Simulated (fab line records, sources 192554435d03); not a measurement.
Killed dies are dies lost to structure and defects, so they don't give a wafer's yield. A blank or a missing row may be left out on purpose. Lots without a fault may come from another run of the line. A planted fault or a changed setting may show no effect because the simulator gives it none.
Chamber matching | flow n5_finfet | N5_FIN_SAQP_ETCH_51 on rie_diel-02: 4 sister chambers
The step etches SiARC in CF4, target depth 45.5 nm, time 75.8 s. 4 wafers are shown with their chamber, then 7 later ones without.

WAFERS WITH THEIR CHAMBER
wafer  | chamber | drypump_motor_current_A (A)
L083.5 | 0       | 5.6
L083.6 | 1       | 5.3
L084.1 | 2       | 5.4
L084.5 | 3       | 6.5

WAFERS WITHOUT THEIR CHAMBER
wafer  | drypump_motor_current_A (A)
L084.6 | 5.4
L086.1 | 5.6
L086.5 | 5.6
L086.6 | 6.6
L096.2 | 5.3
L096.3 | 5.6
L096.6 | 5.6

WHICH CHAMBER EACH WENT THROUGH
wafer  | from the rows above | in truth
L084.6 | 2                   | 2
L086.1 | 0                   | 0
L086.5 | 0                   | 0
L086.6 | 3                   | 3
L096.2 | 1                   | 1
L096.3 | 0                   | 0
L096.6 | 0                   | 0
Placed correctly: 7 of 7. Can't be placed from these rows: 0. Placed wrongly: 0.
How it was worked out, from the rows above alone: a wafer's distance from a chamber is the root of the sum, over the readings, of the square of ((its reading less the chamber's mean) divided by the reading's scatter). The wafer belongs to the nearest chamber; if the next one is less than 2 further off, it can't be placed. A chamber's mean is the mean of its shown wafers. The scatter: with one shown wafer a chamber, the root of the mean of the squares of how far each hidden wafer lies from its nearest shown one.
